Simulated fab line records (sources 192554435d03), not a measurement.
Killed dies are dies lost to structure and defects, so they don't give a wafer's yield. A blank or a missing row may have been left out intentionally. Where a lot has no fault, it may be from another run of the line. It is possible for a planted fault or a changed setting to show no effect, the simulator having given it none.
fab line records	flow n5-finfet
[record] lots = 7	wafers = 39
route steps=1938 shown WELL_APT@24 FIN_SAQP@125 DUMMY_GATE@237 HKMG_FIN@438 MOL_CONTACT_COAG@562
start-h: hours from the record's first day to the start of the lot's first wafer shown	wait-h: how many hours have passed since the lot's step before this one	" identical to the entry in the row above	L1.1+2: a single row standing in for several wafers	- no value, or no start given	* or withheld: withheld	< > ~ a bound
route shown NAME@n: NAME is a module with steps in the file, n the number in the route of the first one	usual: the fault-free wafers' mean and standard deviation	same: alike in all rows	chamber/n: place in a boat	sites: the reading at each site	_std_site: the standard deviation of these	_edge_site: mean of outer sites minus mean of inner sites	radius-mm: how far each site lies from the wafer's centre	mask NAME#n: copy n	behind: the most recent tool/chamber to have shaped the wafer	hold: why the lot was held/for how many hours/how that ended	device: which transistor (n, p or np) failed to switch	end of line: tests run on the same wafers once the route is complete	for a step that has no rows: nothing shown but its recipe	killed: dies lost to structure and defects at the first sort, not the wafer's yield	map: shows each die of a wafer: x if killed, . if not, _ if none is there
set.NAME: the setting that was run; set.NAME@STEP: the one run at that earlier step	model.NAME: the simulator's own value behind a step, which no gauge read
lots whose settings were changed on purpose; a table a step, a row a wafer
[[steps]]
[step N5_WELL_APT_EXPOSE_05]
[recipe] mask-id = NWELL	na = 0.8	source-shape = conventional	sigma-outer = 0.8	polarization = unpolarized	defocus-nm = 0	target-cd-nm = 200	dose-mj = 20.3
lot.wafer	tool	chamber	start-h	wait-h	mask	set.dose-mj
L075.1+2+5	krf-scanner-02	0	19.66	-	NWELL#0	19.42
L075.3+4+6	"	0	"	"	NWELL#0	20.3
L077.1+3+4	krf-scanner-02	0	31.53	-	NWELL#0	20.3
L078.1+2+4	krf-scanner-01	0	37.52	-	NWELL#0	20.3
L078.3+5+6	"	0	"	"	NWELL#0	21.41
L079.1+2+4	krf-scanner-01	0	43.51	-	NWELL#0	21.73
L079.3+5+6	"	0	"	"	NWELL#0	20.3
L081.1+5+6	krf-scanner-02	0	55.51	-	NWELL#0	21.32
L081.2+3+4	"	0	"	"	NWELL#0	20.3
L082.1+2+3+4+5+6	krf-scanner-02	0	61.51	-	NWELL#0	20.3
L092.1+3+5	krf-scanner-02	0	121.51	-	NWELL#0	21.5
L092.2+4+6	"	0	"	"	NWELL#0	20.3
[step N5_WELL_APT_PEB_06]
[recipe] peb-temp-c = 130	peb-time-s = 90
[step N5_WELL_APT_DEVELOP_07]
[recipe] develop-time-s = 45	rinse-liquid = surfactant-rinse	dry = air-spin	dev-temp-c = 21
[step N5_WELL_APT_HARDBAKE_12]
[recipe] temp-c = 130	time-s = 120
[step N5_WELL_APT_CD_MEAS_08]
[recipe] target-cd-nm = 200	landing-energy-ev = 500	detector = se-inlens
[usual] cd-nm = 199.7/1.4
lot.wafer	tool	chamber	start-h	wait-h	set.dose-mj@WELL_APT_EXPOSE_05	cd-nm
L075.1	cd-sem-03	0	19.83	-	19.42	192.4
L075.2	"	0	"	"	19.42	192.4
L075.3	"	0	"	"	20.3	198.2
L075.4	"	0	"	"	20.3	198.4
L075.5	"	0	"	"	19.42	191.7
L075.6	"	0	"	"	20.3	199.6
L077.1	cd-sem-02	0	31.70	-	20.3	198.9
L077.3	"	0	"	"	20.3	199.4
L077.4	"	0	"	"	20.3	200.4
L078.1	cd-sem-01	0	37.69	-	20.3	201.8
L078.2	"	0	"	"	20.3	201.6
L078.3	"	0	"	"	21.41	209.5
L078.4	"	0	"	"	20.3	200.5
L078.5	"	0	"	"	21.41	209.3
L078.6	"	0	"	"	21.41	209.3
L079.1	cd-sem-01	0	43.68	-	21.73	210.5
L079.2	"	0	"	"	21.73	210.7
L079.3	"	0	"	"	20.3	199.3
L079.4	"	0	"	"	21.73	211.2
L079.5	"	0	"	"	20.3	199.1
L079.6	"	0	"	"	20.3	201.2
L081.1	cd-sem-03	0	55.68	-	21.32	205.3
L081.2	"	0	"	"	20.3	199.6
L081.3	"	0	"	"	20.3	200.0
L081.4	"	0	"	"	20.3	201.4
L081.5	"	0	"	"	21.32	207.9
L081.6	"	0	"	"	21.32	208.2
L082.1	cd-sem-03	0	61.68	-	20.3	200.9
L082.2	"	0	"	"	20.3	197.3
L082.3	"	0	"	"	20.3	199.6
L082.4	"	0	"	"	20.3	199.7
L082.5	"	0	"	"	20.3	198.5
L082.6	"	0	"	"	20.3	198.9
L092.1	cd-sem-03	0	121.68	-	21.5	210.9
L092.2	"	0	"	"	20.3	201.5
L092.3	"	0	"	"	21.5	210.5
L092.4	"	0	"	"	20.3	201.0
L092.5	"	0	"	"	21.5	208.8
L092.6	"	0	"	"	20.3	200.2
[step N5_WELL_APT_DESCUM_13]
[recipe] chemistry = O2	time-s = 7.9	source-power-w = 50	bias-power-w = 20	pressure-mtorr = 20	rf-frequency-hz = 2.712e+07	temp-c = 40	o2-flow-sccm = 225
lot.wafer	tool	chamber	start-h	wait-h	set.dose-mj@WELL_APT_EXPOSE_05	model.WELL_APT.cd-nm
L075.1	rie-diel-05	3	19.92	0.0	19.42	192.5
L075.2	"	2	"	"	19.42	192.4
L075.3	"	1	"	"	20.3	198.4
L075.4	"	0	"	"	20.3	198.2
L075.5	"	0	"	"	19.42	191.5
L075.6	"	3	"	"	20.3	199.6
L077.1	rie-diel-02	1	31.79	0.0	20.3	198.5
L077.3	"	3	"	"	20.3	199.1
L077.4	"	2	"	"	20.3	200.7
L078.1	rie-diel-02	2	37.78	0.0	20.3	201.5
L078.2	"	0	"	"	20.3	201.4
L078.3	"	3	"	"	21.41	209.4
L078.4	"	1	"	"	20.3	200.7
L078.5	"	2	"	"	21.41	209.2
L078.6	"	3	"	"	21.41	209.1
L079.1+2	rie-diel-05	3,2	43.84	0.1	21.73	210.8
L079.3	"	1	"	"	20.3	199.1
L079.4	"	0	"	"	21.73	211
L079.5	"	1	"	"	20.3	199.3
L079.6	"	0	"	"	20.3	201.1
L081.1	rie-diel-04	0	55.77	0.0	21.32	205
L081.2	"	2	"	"	20.3	199.6
L081.3	"	3	"	"	20.3	199.9
L081.4	"	2	"	"	20.3	201.2
L081.5	"	0	"	"	21.32	207.8
L081.6	"	3	"	"	21.32	208.4
L082.1	rie-diel-04	0	61.77	0.0	20.3	200.7
L082.2	"	2	"	"	20.3	197.6
L082.3	"	3	"	"	20.3	199.4
L082.4	"	2	"	"	20.3	199.6
L082.5	"	3	"	"	20.3	198.1
L082.6	"	0	"	"	20.3	198.7
L092.1	rie-diel-05	2	121.77	0.0	21.5	211.1
L092.2	"	3	"	"	20.3	201.4
L092.3	"	1	"	"	21.5	210.3
L092.4	"	3	"	"	20.3	201.1
L092.5	"	2	"	"	21.5	209.1
L092.6	"	1	"	"	20.3	199.8
[step N5_FIN_SAQP_SPACER1_ALD_24]
[recipe] material = SiO2	target-thk-a = 203	temp-c = 300	ald-precursor-family = BDEAS	ald-co-reactant = O2-plasma	pulse-time-s = 1	purge-time-s = 2	co-reactant-purge-time-s = 2	ald-cycles = 218	pressure-torr = 2
lot.wafer	tool	chamber	start-h	wait-h	set.temp-c	model.SiO2_of_FIN_SAQP_SPACER1_ALD_24.thk-nm
L075.1+3+4	ald-sin-02	3,2,1	29.24	0.3	289	21.2
L075.2+5	"	0,2	"	"	300	20.2
L075.6	"	3	"	"	300	20.4
L077.1+3	ald-sin-02	2,0	42.73	0.3	300	20.2
L077.4	"	1	"	"	300	20.4
L078.1+3+5	ald-sin-04	1,2,1	47.78	0.3	285.7	21.4
L078.2+4	"	3,0	"	"	300	20.2
L078.6	"	2	"	"	300	20.4
L079.1+3+5	ald-sin-02	2,3,2	53.39	0.4	313.9	20
L079.2	"	0	"	"	300	20.2
L079.4+6	"	1,3	"	"	300	20.4
L081.1	ald-sin-04	3	64.77	0.3	300	20.2
L081.2+6	"	2	"	"	300	20.4
L081.3+5	"	0,3	"	"	292.2	20.8
L081.4	"	1	"	"	292.2	21
L082.1	ald-sin-01	1	72.19	0.3	310.1	20
L082.2+4+6	"	3,2,0	"	"	300	20.4
L082.3+5	"	0,1	"	"	310.1	20.2
L092.1+4	ald-sin-01	2,3	131.62	0.3	300	20.2
L092.2+3+5	"	0,1,1	"	"	310.5	20
L092.6	"	0	"	"	300	20.4
[step N5_FIN_SAQP_SPACER1_ETCHBACK_25]
[recipe] chemistry = CHF3/O2	mode = anisotropic-etchback	target = SiO2	target-depth-a = 244	time-s = 12.2	pressure-mtorr = 30	source-w = 650	bias-w = 170	Ar_flow_sccm = 200	CHF3_flow_sccm = 50	O2_flow_sccm = 5	ion-energy-ev = 200
[step N5_FIN_SAQP_MANDREL1_REMOVE_56]
[recipe] chemistry = HBr/Cl2/O2	bt-time-s = 10	target = a-Si	stop-on = SiNx	endpoint = OES-SiCl	over-etch-frac = 1	icp-w = 600	bias-w = 22	HBr_flow_sccm = 150	Cl2_flow_sccm = 80	O2_flow_sccm = 5	pressure-mtorr = 10
lot.wafer	tool	chamber	start-h	wait-h	set.temp-c@FIN_SAQP_SPACER1_ALD_24	model.FIN_SAQP.cd-nm
L075.1+3+4	rie-si-01	2,3,0	30.05	0.1	289	21.2
L075.2	"	1	"	"	300	20.2
L075.5+6	"	0,1	"	"	300	20.4
L077.1+3+4	rie-si-01	0,1,2	43.61	0.1	300	20.4
L078.1+3+5	rie-si-03	2,3,3	48.58	0.1	285.7	21.4
L078.2+4	"	1,0	"	"	300	20.2
L078.6	"	0	"	"	300	20.4
L079.1	rie-si-05	1	54.24	0.1	313.9	19.8
L079.2+6	"	2,3	"	"	300	20.2
L079.3+5	"	0	"	"	313.9	20
L079.4	"	3	"	"	300	20.4
L081.1+2+6	rie-si-03	3,2,3	65.57	0.1	300	20.4
L081.3+5	"	1,2	"	"	292.2	20.8
L081.4	"	0	"	"	292.2	21
L082.1	rie-si-05	1	73.01	0.1	310.1	20
L082.2+4+6	"	0,2,2	"	"	300	20.4
L082.3+5	"	3,1	"	"	310.1	20.2
L092.1+4+6	rie-si-05	0,3,3	132.45	0.1	300	20.4
L092.2+3+5	"	1,2,2	"	"	310.5	20
[step N5_DUMMY_GATE_ETCH_37]
[recipe] chemistry = N2/H2	target = SOC	target-depth-a = 600	overetch-a = 300	temp-c = 40	ion-energy-ev = 200	pressure-mtorr = 30	source-w = 840	bias-w = 150	n2-flow-sccm = 200	h2-flow-sccm = 200
[usual] rf-vpp-V = 523.8/2.4
lot.wafer	tool	chamber	start-h	wait-h	set.source-w	rf-vpp-V	model.SiARC_of_DUMMY_GATE_COAT_35.thk-nm
L075.1	rie-diel-01	0	51.49	0.0	840	522.4	5.2
L075.2	"	3	"	"	840	526.0	5
L075.3	"	2	"	"	979.4	500.0	4.6
L075.4	"	2	"	"	979.4	499.3	4.6
L075.5	"	3	"	"	979.4	499.7	4.6
L075.6	"	0	"	"	840	524.2	5
L077.1	rie-diel-01	3	65.26	0.0	840	526.6	5.2
L077.3	"	0	"	"	840	523.6	5.2
L077.4	"	2	"	"	840	525.6	5
L078.1	rie-diel-03	2	71.19	0.0	840	524.8	5
L078.2	"	1	"	"	840	525.5	5
L078.3	"	0	"	"	840	521.7	5
L078.4	"	3	"	"	840	521.5	5
L078.5	"	1	"	"	840	525.7	5
L078.6	"	0	"	"	840	523.8	4.8
L079.1	rie-diel-03	2	76.43	0.0	761.5	543.0	5.2
L079.2	"	1	"	"	761.5	544.7	5.2
L079.3	"	3	"	"	840	523.5	5
L079.4	"	0	"	"	840	521.9	4.8
L079.5	"	0	"	"	840	522.3	4.8
L079.6	"	1	"	"	761.5	545.0	5.2
L081.1	rie-diel-03	1	88.85	0.0	840	525.9	5
L081.2	"	3	"	"	685.8	558.5	5.4
L081.3	"	2	"	"	840	524.0	4.8
L081.4	"	0	"	"	840	522.5	4.8
L081.5	"	1	"	"	685.8	563.5	5.6
L081.6	"	0	"	"	685.8	558.3	5.4
L082.1	rie-diel-06	1	95.65	0.0	840	523.1	5.2
L082.2	"	2	"	"	840	525.9	5
L082.3	"	0	"	"	840	528.1	5
L082.4	"	3	"	"	840	520.2	5
L082.5	"	1	"	"	840	523.1	5.2
L082.6	"	2	"	"	840	525.5	5
L092.1	rie-diel-06	3	154.35	0.0	751.3	539.6	5.4
L092.2	"	1	"	"	751.3	540.5	5.4
L092.3	"	2	"	"	840	524.3	5
L092.4	"	0	"	"	840	526.1	5
L092.5	"	0	"	"	751.3	549.1	5.4
L092.6	"	1	"	"	840	522.9	5
[step N5_HKMG_FIN_ETCH_35]
[recipe] chemistry = N2/H2	target = SOC	target-depth-a = 2158	ion-energy-ev = 65	bias-w = 5	source-w = 3000	time-s = 243.4	pressure-mtorr = 30	n2-flow-sccm = 200	h2-flow-sccm = 200
lot.wafer	tool	chamber	start-h	wait-h	set.target-depth-a	model.SOC_of_HKMG_FIN_COAT_29.thk-nm	model.etch.depth-nm	model.HKMG_FIN.feature-depth-nm
L075.1	rie-diel-05	3	86.43	0.0	2158	90.4	209.7	209.6
L075.2	"	2	"	"	2158	84	215.5	215.4
L075.3	"	1	"	"	2332	71.8	227.6	227.6
L075.4	"	0	"	"	2158	86.8	213.2	213.2
L075.5	"	0	"	"	2332	68.6	230.6	230.6
L075.6	"	3	"	"	2332	68.6	230.7	230.6
L077.1	rie-diel-02	1	93.06	0.0	2158	82.8	217.1	217.2
L077.3	"	2	"	"	2158	81.2	219	219
L077.4	"	3	"	"	2158	88.6	212	212
L078.1	rie-diel-04	1	99.18	0.0	2158	86.8	214.3	214.2
L078.2	"	0	"	"	2158	86	214.8	214.8
L078.3	"	2	"	"	2158	84.8	215.7	215.8
L078.4	"	3	"	"	2158	87.2	213.4	213.4
L078.5	"	3	"	"	2158	86.8	214	214
L078.6	"	0	"	"	2158	86.2	214.4	214.4
L079.1	rie-diel-05	0	106.24	0.0	2382	70.6	230.4	230.4
L079.2	"	3	"	"	2158	88	211.7	211.6
L079.3	"	2	"	"	2382	63	236.9	236.8
L079.4	"	1	"	"	2382	67.6	232.4	232.4
L079.5	"	1	"	"	2158	88.6	211.1	211.2
L079.6	"	0	"	"	2158	88	211.6	211.6
L081.1	rie-diel-05	1	117.37	0.0	2158	89.8	209.4	209.4
L081.2	"	2	"	"	2158	83	215.7	215.6
L081.3	"	3	"	"	2310	73.2	226	226
L081.4	"	1	"	"	2310	72.4	226.4	226.4
L081.5	"	2	"	"	2158	85.2	214.3	214.4
L081.6	"	3	"	"	2310	71.6	228	228
L082.1	rie-diel-05	2	126.41	0.0	2402	60	238.7	238.8
L082.2	"	1	"	"	2402	66.2	233	233
L082.3	"	3	"	"	2402	64.6	234.2	234.2
L082.4	"	2	"	"	2158	83.6	215.1	215
L082.5	"	1	"	"	2158	87.6	211	211
L082.6	"	3	"	"	2158	87.4	211.4	211.4
L092.1	rie-diel-02	1	184.24	0.0	2158	82.4	218.4	218.4
L092.2	"	2	"	"	2435	53	246.6	246.6
L092.3	"	3	"	"	2158	89.6	210.7	210.8
L092.4	"	0	"	"	2435	54.8	244.5	244.6
L092.5	"	1	"	"	2435	56	244	244
L092.6	"	2	"	"	2158	80.4	219.2	219.2
[step N5_MOL_CONTACT_COAG_ALD_123]
[recipe] material = SiNx	target-thk-a = 50	temp-c = 400	ald-precursor-family = SiH2I2	ald-co-reactant = N2/H2-plasma	pulse-time-s = 1	purge-time-s = 2	co-reactant-purge-time-s = 2	ald-cycles = 100	pressure-torr = 2
lot.wafer	tool	chamber	start-h	wait-h	set.ald-cycles	model.SiNx_of_MOL_CONTACT_COAG_ALD_123.thk-nm
L075.1+2+3+4+5+6	ald-sin-04	2,3,0,1,0,3	107.86	0.0	100	5
L077.1+3+4	ald-sin-02	0,1,3	115.49	0.0	100	5
L078.1+3+6	ald-sin-02	0,3,2	120.53	0.0	100	5
L078.2+4+5	"	2,1,3	"	"	114	5.6
L079.1+3+5	ald-sin-02	3,0,0	130.04	0.0	112	5.6
L079.2+4+6	"	2,1,1	"	"	100	5
L081.1+5+6	ald-sin-04	0,3,0	138.65	0.0	109	5.4
L081.2+3+4	"	1,2,3	"	"	100	5
L082.1+2+3+4+5+6	ald-sin-01	2,3,0,1,2,3	146.09	0.0	100	5
L092.1+5+6	ald-sin-04	3,0,1	206.37	0.0	100	5
L092.2+3+4	"	0,2,1	"	"	95	4.8
[step N5_MOL_CONTACT_COAG_ETCHBACK_134]
[recipe] chemistry = CHF3	target = SiO2	target-depth-a = 100	time-s = 6.7	ion-energy-ev = 200	pressure-mtorr = 30	source-w = 610	bias-w = 170	Ar_flow_sccm = 200	CHF3_flow_sccm = 50
lot.wafer	tool	chamber	start-h	wait-h	set.time-s
L075.1+2+3+4+5+6	rie-diel-02	3,2,0,1,1,2	111.42	0.1	6.7
L077.1+3+4	rie-diel-02	0,3,1	118.33	0.1	6.7
L078.1+3+5	rie-diel-05	3,1,3	123.50	0.1	6.7
L078.2+4+6	"	2,2,1	"	"	7.737
L079.1+2+4	rie-diel-05	2,3,3	132.80	0.1	7.949
L079.3+5+6	"	1,2,1	"	"	6.7
L081.1+2+3+4+5+6	rie-diel-02	1,2,3,0,2,3	141.61	0.2	6.7
L082.1+3+6	rie-diel-02	3,0,1	148.85	0.1	7.295
L082.2+4+5	"	2,1,2	"	"	6.7
L092.1+2+3+4+5+6	rie-diel-02	2,1,0,3,3,0	209.82	0.1	6.7
[step N5_MOL_CONTACT_COAG_ETCH_67]
[recipe] chemistry = N2/H2	target = SOC	target-depth-a = 600	overetch-a = 210	mask-material = SiARC	temp-c = 40	time-s = 101.2	ion-energy-ev = 200	pressure-mtorr = 30	source-w = 840	bias-w = 150	n2-flow-sccm = 200	h2-flow-sccm = 200
[step N5_MOL_CONTACT_COAG_STRIP_68]
[recipe] chemistry = N2/H2	temp-c = 40	n2-flow-sccm = 200	h2-flow-sccm = 200	rf-frequency-hz = 6e+07
[step N5_MOL_CONTACT_COAG_STRIP_120]
[recipe] chemistry = CHF3	resist = SiARC	rf-frequency-hz = 6e+07
[step N5_MOL_CONTACT_COAG_VIA_ETCH_117]
[recipe] chemistry = C4F6/O2	target-depth-a = 400	overetch-a = 80	mask-material = SOC	target = SiO2	bias-w = 455	pressure-mtorr = 10	time-s = 26	source-w = 325	Ar_flow_sccm = 300	C4F6_flow_sccm = 10	O2_flow_sccm = 10	ion-energy-ev = 575.3	ends = end-point
[step N5_MOL_CONTACT_COAG_ETCH_124]
[recipe] chemistry = CH3F/O2	target = SiNx	target-depth-a = 65	mask-material = SOC	stop-on = SiOC	over-etch-frac = 0.3	ion-energy-ev = 120	pressure-mtorr = 30	source-w = 395	bias-w = 73	Ar_flow_sccm = 150	CH3F_flow_sccm = 30	O2_flow_sccm = 20	ends = end-point
lot.wafer	tool	chamber	start-h	wait-h	set.ald-cycles@MOL_CONTACT_COAG_ALD_123	model.etch.depth-nm
L075.1	rie-diel-02	3	111.61	0.0	100	5.033
L075.2	"	2	"	"	100	4.975
L075.3	"	0	"	"	100	4.989
L075.4	"	1	"	"	100	5.01
L075.5	"	1	"	"	100	5.006
L075.6	"	2	"	"	100	4.97
L077.1	rie-diel-02	0	118.52	0.0	100	5.022
L077.3	"	3	"	"	100	5.025
L077.4	"	1	"	"	100	5.007
L078.1	rie-diel-05	3	123.69	0.0	100	5.013
L078.2	"	2	"	"	114	5.682
L078.3	"	1	"	"	100	4.975
L078.4	"	2	"	"	114	5.696
L078.5	"	3	"	"	114	5.685
L078.6	"	1	"	"	100	4.971
L079.1	rie-diel-05	2	132.99	0.0	112	5.563
L079.2	"	3	"	"	100	4.986
L079.3	"	1	"	"	112	5.603
L079.4+6	"	3,1	"	"	100	4.981
L079.5	"	2	"	"	112	5.594
L081.1	rie-diel-02	1	141.79	0.0	109	5.471
L081.2+3	"	2,3	"	"	100	5.014
L081.4	"	0	"	"	100	4.993
L081.5	"	2	"	"	109	5.459
L081.6	"	3	"	"	109	5.427
L082.1	rie-diel-02	3	149.03	0.0	100	4.99
L082.2	"	2	"	"	100	4.988
L082.3	"	0	"	"	100	5.002
L082.4	"	1	"	"	100	5.008
L082.5	"	2	"	"	100	5.001
L082.6	"	1	"	"	100	4.992
L092.1	rie-diel-02	2	210.01	0.0	100	4.98
L092.2	"	1	"	"	95	4.764
L092.3	"	0	"	"	95	4.725
L092.4	"	3	"	"	95	4.743
L092.5	"	3	"	"	100	4.989
L092.6	"	0	"	"	100	5.004
[[key]]
[split] step = N5_WELL_APT_EXPOSE_05	setting = dose-mj	stated = 20.3	by = wafer
[response] step = N5_WELL_APT_CD_MEAS_08	reading = cd-nm	change = +1.5	per = 1%	r = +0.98
[response] step = N5_WELL_APT_DESCUM_13	reading = model.WELL_APT.cd-nm	change = +1.51	per = 1%	r = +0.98
[split] step = N5_FIN_SAQP_SPACER1_ALD_24	setting = temp-c	stated = 300	by = wafer
[response] step = N5_FIN_SAQP_SPACER1_ALD_24	reading = model.SiO2_of_FIN_SAQP_SPACER1_ALD_24.thk-nm	change = -0.154	per = 1%	r = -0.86
[response] step = N5_FIN_SAQP_MANDREL1_REMOVE_56	reading = model.FIN_SAQP.cd-nm	change = -0.155	per = 1%	r = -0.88
[split] step = N5_DUMMY_GATE_ETCH_37	setting = source-w	stated = 840	by = wafer
[response] step = N5_DUMMY_GATE_ETCH_37	reading = rf-vpp-V	change = -1.81	per = 1%	r = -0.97
[response] step = N5_DUMMY_GATE_ETCH_37	reading = model.SiARC_of_DUMMY_GATE_COAT_35.thk-nm	change = -0.0322	per = 1%	r = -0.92
[split] step = N5_HKMG_FIN_ETCH_35	setting = target-depth-a	stated = 2158	by = wafer
[response] step = N5_HKMG_FIN_ETCH_35	reading = model.SOC_of_HKMG_FIN_COAT_29.thk-nm	change = -2.12	per = 1%	r = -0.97
[response] step = N5_HKMG_FIN_ETCH_35	reading = model.etch.depth-nm	change = +2.11	per = 1%	r = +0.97
[response] step = N5_HKMG_FIN_ETCH_35	reading = model.HKMG_FIN.feature-depth-nm	change = +2.11	per = 1%	r = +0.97
[split] step = N5_MOL_CONTACT_COAG_ALD_123	setting = ald-cycles	stated = 100	by = wafer
[response] step = N5_MOL_CONTACT_COAG_ALD_123	reading = model.SiNx_of_MOL_CONTACT_COAG_ALD_123.thk-nm	change = +0.0453	per = 1%	r = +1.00
[response] step = N5_MOL_CONTACT_COAG_ETCH_124	reading = model.etch.depth-nm	change = +0.05	per = 1%	r = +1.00
[split] step = N5_MOL_CONTACT_COAG_ETCHBACK_134	setting = time-s	stated = 6.7	by = wafer
response none clear
